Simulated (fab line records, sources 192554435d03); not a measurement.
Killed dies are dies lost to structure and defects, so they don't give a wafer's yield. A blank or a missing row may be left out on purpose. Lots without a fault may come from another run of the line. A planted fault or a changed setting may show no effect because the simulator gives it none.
Chamber matching | flow n5_finfet | N5_BEOL_M11_STRIP_36 on rie_diel-06: 4 sister chambers
The step strips in N2/H2. 8 wafers are shown with their chamber, then 12 later ones without.

WAFERS WITH THEIR CHAMBER
wafer  | chamber | showerhead_plenum_p_Torr (Torr) | throttle_valve_pct (%)
L081.2 | 1       | 2.48                            | 23.38
L081.3 | 0       | 2.40                            | 23.69
L087.2 | 3       | 2.62                            | 23.43
L087.5 | 2       | 2.64                            | 23.31
L087.6 | 3       | 2.62                            | 23.42
L090.3 | 2       | 2.64                            | 23.34
L090.4 | 0       | 2.39                            | 23.67
L090.6 | 1       | 2.47                            | 23.40

WAFERS WITHOUT THEIR CHAMBER
wafer  | showerhead_plenum_p_Torr (Torr) | throttle_valve_pct (%)
L093.1 | 2.47                            | 23.38
L093.3 | 2.39                            | 23.68
L093.4 | 2.64                            | 23.34
L095.2 | 2.61                            | 23.46
L095.3 | 2.64                            | 23.37
L095.5 | 2.47                            | 23.40
L094.1 | 2.62                            | 23.48
L094.5 | 2.62                            | 23.46
L094.6 | 2.39                            | 23.72
L096.1 | 2.39                            | 23.73
L096.2 | 2.61                            | 23.45
L096.5 | 2.63                            | 23.34

WHICH CHAMBER EACH WENT THROUGH
wafer  | from the rows above | in truth
L093.1 | 1                   | 1
L093.3 | 0                   | 0
L093.4 | 2                   | 2
L095.2 | 3                   | 3
L095.3 | 2                   | 2
L095.5 | 1                   | 1
L094.1 | 3                   | 3
L094.5 | 3                   | 3
L094.6 | 0                   | 0
L096.1 | 0                   | 0
L096.2 | 3                   | 3
L096.5 | 2                   | 2
Placed correctly: 12 of 12. Can't be placed from these rows: 0. Placed wrongly: 0.
How it was worked out, from the rows above alone: a wafer's distance from a chamber is the root of the sum, over the readings, of the square of ((its reading less the chamber's mean) divided by the reading's scatter). The wafer belongs to the nearest chamber; if the next one is less than 2 further off, it can't be placed. A chamber's mean is the mean of its shown wafers. The scatter: the root of (the sum of the squares of (reading less its chamber's mean) over the shown wafers, divided by (wafers less chambers)).
